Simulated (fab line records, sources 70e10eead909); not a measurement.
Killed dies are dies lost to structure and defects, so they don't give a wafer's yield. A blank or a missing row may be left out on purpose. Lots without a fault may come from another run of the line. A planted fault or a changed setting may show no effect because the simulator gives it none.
A struck lot beside a sound one | flow nand_harc | 32 steps out of a route of 1302
Sound: wafers L665.1, L665.3, L665.5. Struck: wafers L651.2, L651.4, L651.6. The cause comes at the end.
At each step with rows: each side's tool, then ch and its chambers, then its first start. Under that, the readings that differ: sound wafers | struck wafers | difference of the means | sigmas: that difference in standard deviations of wafers without a fault.
alike: readings whose means differ by less than 2 such deviations, and words and numbers that are the same on both sides. not compared: withheld readings, readings that some wafer has no value for, bounds like >300 that may hide the same value, and numbers for which the record gives no deviation and whose values overlap.
The two part at a step that has a row with sigmas, a row that says differs or no value, or rows on one side only. Numbers that don't overlap but have no deviation are shown without sigmas and don't part them. A reading that every wafer of one side lacks parts them only if that side has two wafers or more.

first, 8 steps without rows for these wafers: NHARC_A_M0_DEVELOP_08 (develop time 35 s); NHARC_A_M0_DESCUM_14 (chemistry O2, time 3 s); NHARC_A_M0_ETCH_34 (etches the open film in N2/H2, target depth 40 nm, overetch 12 nm, time 43.94 s); NHARC_A_M0_ETCH_15 (etches the open film in C4F8/Ar, target depth 150 nm, overetch 15 nm, time 82.5 s); NHARC_A_M0_STRIP_18 (strips in N2/H2); NHARC_A_M0_STRIP_19 (strips in post etch residue remover, time 600 s); NHARC_A_M0_DEGAS_28 (time 60 s); NHARC_A_M0_PRE_CLEAN_29 (time 30 s).
NHARC_A_M0_PVD_20: deposits TaN, target thk 5 nm, time 8.06 s.
  sound on pvd_sputter-02, day 30 14:59; struck on pvd_sputter-01, day 24 20:27
  alike: throttle_valve_pct
then, 22 steps without rows for these wafers: NHARC_A_M0_PVD_21 (deposits Cu, target thk 30 nm, time 20.49 s); NHARC_A_M0_ECD_22 (material Cu, target thk 400 nm); NHARC_A_M0_ANNEAL_30 (time 90 s); NHARC_A_M0_CMP_23 (polishes, t overpolish 20 s, target thk 113.75 nm); NHARC_A_M0_SRD_25; NHARC_A_M0_PRE_CLEAN_31 (time 12 s); NHARC_A_M0_DEP_32 (deposits SiCN, target thk 30 nm); NHARC_A_M1_DEP_00 (deposits SiOC, target thk 182.5 nm); NHARC_A_M1_DEHYDRATE_01 (time 120 s); NHARC_A_M1_HMDS_02 (time 30 s); NHARC_A_M1_COAT_34 (time 65 s); NHARC_A_M1_COAT_03 (resist thk 90 nm); NHARC_A_M1_SOFTBAKE_04 (time 55 s); NHARC_A_M1_EBR_05; NHARC_A_M1_EXPOSE_06 (exposes mask A M1, target cd 120 nm); NHARC_A_M1_PEB_07 (peb time 65 s); NHARC_A_M1_DEVELOP_08 (develop time 35 s); NHARC_A_M1_DESCUM_14 (chemistry O2, time 3 s); NHARC_A_M1_ETCH_35 (etches the open film in N2/H2, target depth 40 nm, overetch 12 nm, time 43.94 s); NHARC_A_M1_ETCH_15 (etches the open film in C4F8/Ar, target depth 182.5 nm, time 91.2 s); NHARC_A_M1_STRIP_18 (strips in N2/H2); NHARC_A_M1_ETCH_28 (etches the open film in CF4/N2, target depth 30 nm, time 72.99 s).
NHARC_END_SORT_01:
  the record has rows for the struck wafers here (prober-01 ch 0, day 26 10:40) and none for the sound ones

WHERE THEY PART
Only at NHARC_END_SORT_01, within this record.

WHY: what the simulator had put in
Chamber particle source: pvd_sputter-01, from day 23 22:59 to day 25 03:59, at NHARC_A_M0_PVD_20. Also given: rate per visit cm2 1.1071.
